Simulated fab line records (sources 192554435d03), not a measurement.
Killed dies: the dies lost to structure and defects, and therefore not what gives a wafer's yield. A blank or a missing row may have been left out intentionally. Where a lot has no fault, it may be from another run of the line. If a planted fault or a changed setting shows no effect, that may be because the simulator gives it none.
A struck lot beside a sound one + flow n5Finfet + 38 out of 1938 route steps
Sound: these wafers, L808.1, L808.5, L808.6. Struck: wafer L818.6. (L818.2, L818.3 of the same lot were not struck and are left out.) The cause comes at the end.
Per side, at each step with rows, come the tool, then ch with its chambers, and then its first start. Under that, the readings that differ: sound wafers + struck wafers + difference of the means + sigmas: that difference in standard deviations of wafers without a fault.
alike: words and numbers the same on both sides, and readings whose means are apart by under 2 such deviations; not compared: readings that were withheld, readings missing a value for some wafer, numbers with overlapping values and no deviation given by the record, and bounds like >300 which may hide the same value.
The two part at a step that has a row with sigmas, a row that says differs or no value, or rows on one side only. Non-overlapping numbers with no deviation appear without sigmas and do not part them. A reading missing from all wafers of one side parts the sides only when that side holds two or more wafers.

first, 9 steps without rows for these wafers: N5_BEOL_M4_ANNEAL_95 (time 240 s); N5_BEOL_M4_SPUTTER_96 (material Cu, target thk 4.5 nm, time 8.29 s); N5_BEOL_M4_ECD_50 (material Cu, target thk 300 nm); N5_BEOL_M4_ANNEAL_51 (time 90 s); N5_BEOL_M4_CMP_52 (polishes, stops on SiOC, t overpolish 6.8 s, target thk 40 nm); N5_BEOL_M4_PRE_CLEAN_60 (time 15 s); N5_BEOL_M4_CO_CAP_55 (material Co, precursor CCTBA/H2, target thk 2 nm, time 102.1 s); N5_BEOL_M4_PRE_CLEAN_56 (time 15 s); N5_BEOL_M4_DEP_57 (deposits SiCN from 3MS/NH3, target thk 8 nm, time 14 s).
N5_BEOL_M4_RC_MEAS_101:
  sound on prober-02 ch 0, day 13 23:03; struck on prober-02 ch 0, day 17 07:29
| reading       | sound          | struck | difference | sigmas |
|---------------|----------------|--------|------------|--------|
| DIBL_N (mV/V) | 37.1 36.5 36.9 | 34.5   | -2.3       | -2     |
| DIBL_P (mV/V) | 38.0 37.2 37.3 | 34.1   | -3.4       | -2     |
  alike: IOFF_N, IOFF_P, ION_N, ION_P, SS_N, SS_P, VT_N, VT_P
then, 24 steps without rows for these wafers: N5_BEOL_M5_ILD_DEP_00 (deposits SiCOH lowk from DEMS/porogen, target thk 140.64 nm, time 25.9 s); N5_BEOL_M5_CURE_79 (cures SiCOH lowk, time 240 s); N5_BEOL_M5_PECVD_70 (deposits SiO2 from TEOS/O2, target thk 16 nm, time 18 s); N5_BEOL_M5_HM_DEP_02 (deposits TiN, target thk 20 nm); N5_BEOL_M5_COAT_59 (time 60 s, resist thk 60 nm); N5_BEOL_M5_COAT_60 (time 60 s, resist thk 12 nm); N5_BEOL_M5_COAT_71 (time 60 s, resist thk 5 nm); N5_BEOL_M5_COAT_05 (resist thk 30 nm); N5_BEOL_M5_EBR_07; N5_BEOL_M5_SOFTBAKE_06 (time 60 s); N5_BEOL_M5_EXPOSE_08 (exposes mask M5, target cd 28 nm); N5_BEOL_M5_PEB_09 (peb time 60 s); N5_BEOL_M5_DEVELOP_10 (develop time 30 s); N5_BEOL_M5_DESCUM_16 (chemistry O2, time 7 s); N5_BEOL_M5_ETCH_72 (etches underlayer in N2/H2, target depth 6.5 nm, time 5.2 s); N5_BEOL_M5_ETCH_61 (etches SiARC in CF4, target depth 15.6 nm, time 26 s); N5_BEOL_M5_ETCH_62 (etches SOC in N2/H2, target depth 75 nm, overetch 15 nm, time 112.5 s); N5_BEOL_M5_STRIP_63 (strips in N2/H2); N5_BEOL_M5_STRIP_73 (strips in N2/H2); N5_BEOL_M5_STRIP_64 (strips in CF4); N5_BEOL_M5_HM_OPEN_17 (chemistry Cl2/BCl3, target TiN, target depth 20 nm, overetch 6 nm); N5_BEOL_M5_STRIP_19 (strips in O2); N5_BEOL_M5_COAT_65 (time 60 s, resist thk 60 nm); N5_BEOL_M5_COAT_66 (time 60 s, resist thk 12 nm).
-- a jump in the record: the struck wafers' starts before and after are 4 days apart (it breaks off in module BEOL_M5 and resumes in module BEOL_M12, where the first step shown is number 1653 of the route) --
N5_BEOL_M12_CMP_49: polishes, stops on SiOC, t overpolish 20.6 s, target thk 320 nm.
  sound on cmp-04 ch 0,1,2, day 16 22:50; struck on cmp-04 ch 2, day 21 00:26
| reading                   | sound                | struck | difference | sigmas      |
|---------------------------|----------------------|--------|------------|-------------|
| barrierFieldEndpointS (s) | 30.1 30.6 30.0       | 61.9   | +31.7      | +45         |
| overpolishRunS (s)        | 20.605 20.599 20.610 | 4.447  | -16.158    | -99 or more |
  alike: motorCurrentA
N5_BEOL_M12_THK_MEAS_50: measures by xrf.
  sound: filmMetro-02 at day 16 23:01; struck: filmMetro-02 at day 21 00:44
| reading      | sound       | struck | difference | sigmas |
|--------------|-------------|--------|------------|--------|
| M12_THK (nm) | 313 313 312 | 614    | +301       | +66    |
N5_BEOL_M12_INSPECT_55: inspects for defects (darkfield).
  sound: defectInspect-01 at day 16 23:10; struck: defectInspect-01 at day 21 00:53
| reading        | sound    | struck | difference | sigmas      |
|----------------|----------|--------|------------|-------------|
| rawDefectCount | 76 48 69 | 4878   | +4814      | +99 or more |
N5_PASSIVATION_PROBE_49:
  sound: prober-02 at day 18 14:11; struck: prober-01 at day 22 18:31
| reading                | sound          | struck | difference | sigmas      |
|------------------------|----------------|--------|------------|-------------|
| defectLimitedYield (%) | 93.1 92.6 92.5 | 0      | -93        | -77         |
| killed_at_M4_up        | 13 9 13        | 1108   | +1096      | +99 or more |
| killedAtOther          | 9 5 8          | 0      | -7         | -2          |
| killedDies             | 81 87 89       | 1180   | +1094      | +73         |
| killedOnRim            | 9 14 15        | 152    | +139       | +39         |
| sortNPass              | 1099 1093 1091 | 0      | -1094      | -73         |
| sortYieldPct (%)       | 93.1 92.6 92.5 | 0      | -93        | -77         |
  alike: killed_at_M0_to_M3, killedAtContacts, killedAtFrontEnd, killedOpen, killedShort, sort_bin_5_function, sort_bin_6_memory

WHERE THEY PART
Last at N5_PASSIVATION_PROBE_49 as far as this record goes, first at N5_BEOL_M4_RC_MEAS_101.

WHY: what the simulator had put in
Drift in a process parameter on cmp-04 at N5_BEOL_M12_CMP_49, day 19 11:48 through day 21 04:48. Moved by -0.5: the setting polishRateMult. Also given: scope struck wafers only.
